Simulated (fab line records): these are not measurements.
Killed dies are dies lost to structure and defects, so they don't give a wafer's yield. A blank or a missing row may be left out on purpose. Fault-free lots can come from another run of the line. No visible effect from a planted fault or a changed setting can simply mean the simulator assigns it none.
The tool behind it: which one? | flow nand harc | 17 wafers from 6 lots sampled at 5 of the route's 1159 steps

== WHAT THE GAUGES SHOWED, per wafer ==
NHARC_END_SORT_01.
lot  | measured     | on        | killed at array
L992 | day 20 13:37 | prober-01 | 30 21 23
L995 | day 21 06:43 | prober-02 | 15 15 11
L103 | day 22 04:41 | prober-01 | 38 24
L108 | day 23 03:11 | prober-01 | 35 31 25
L111 | day 23 19:44 | prober-02 | 46 38 44
L115 | day 24 04:13 | prober-02 | 22 33 28

== WHAT TOOL EACH LOT RAN ON (gives the tool, then ch and the chambers of the sampled wafers, and finally the start) ==
lot  | NHARC_A_CONTACT_ETCH_48            | NHARC_A_CONTACT_ETCH_51                       | NHARC_A_CONTACT_ETCH_112             | NHARC_A_CONTACT_ETCH_117
L992 | rie diel-07 ch 1,2,3, day 16 10:53 | rie diel-07 ch 0,1, day 16 12:22 or earlier   | har cap etch-02 ch 0,1, day 16 12:22 | har cap etch-02 ch 0,1, day 16 12:50
L995 | rie diel-07 ch 0,3, day 16 22:49   | rie diel-07 ch 0,1,3, day 17 00:14 or earlier | har cap etch-03 ch 0,1, day 17 00:14 | har cap etch-03 ch 0,1, day 17 00:41
L103 | rie diel-07 ch 0,1, day 18 19:39   | rie diel-07 ch 1,3, day 18 21:05 or earlier   | har cap etch-03 ch 0,1, day 18 21:05 | har cap etch-03 ch 0,1, day 18 21:41
L108 | rie diel-01 ch 0,2,3, day 20 01:30 | rie diel-01 ch 0,1,2, day 20 02:52 or earlier | har cap etch-03 ch 0,1, day 20 02:52 | har cap etch-03 ch 0,1, day 20 03:20
L111 | rie diel-11 ch 0,1,2, day 20 18:39 | rie diel-11 ch 0,2,3, day 20 20:11 or earlier | har cap etch-01 ch 0,1, day 20 20:11 | har cap etch-01 ch 0,1, day 20 20:38
L115 | rie diel-01 ch 0,1,3, day 21 11:41 | rie diel-07 ch 0,1,2, day 21 13:06 or earlier | har cap etch-02 ch 0,1, day 21 13:06 | har cap etch-02 ch 0,1, day 21 13:34
- NHARC_A_CONTACT_ETCH_48: etches the open film in CF4, target depth 39 nm, time 65 s.
- NHARC_A_CONTACT_ETCH_51: etches the open film in O2/COS, target depth 3600 nm, time 936 s.
- NHARC_A_CONTACT_ETCH_112: etches the open film in C4F8/O2/Ar, time 94 s, target depth 922 nm.
- NHARC_A_CONTACT_ETCH_117: etches the open film in C4F8/O2/Ar, time 94 s, target depth 922 nm.

== THE ANSWER, worked out from the rows above alone ==
Rule: the usual values come from the lots themselves. Put in order of their means at a reading, lots are off if they are a third of the lots or fewer, leave a main group of 4 or more, and stand apart from it by a gap of 3 or more times the standard deviation of the main group's means; of several such gaps the widest counts. If all means in a main group match to the digits the tables above print for the reading, that group is not used. Also off: a lot with no number at a reading for which 4 or more lots have one. Where the step has rows for the other lots, those lots are counted as sound.
No lot is off at any reading shown: from this, nothing can be told.

== WHAT THE SIMULATOR PUT IN ==
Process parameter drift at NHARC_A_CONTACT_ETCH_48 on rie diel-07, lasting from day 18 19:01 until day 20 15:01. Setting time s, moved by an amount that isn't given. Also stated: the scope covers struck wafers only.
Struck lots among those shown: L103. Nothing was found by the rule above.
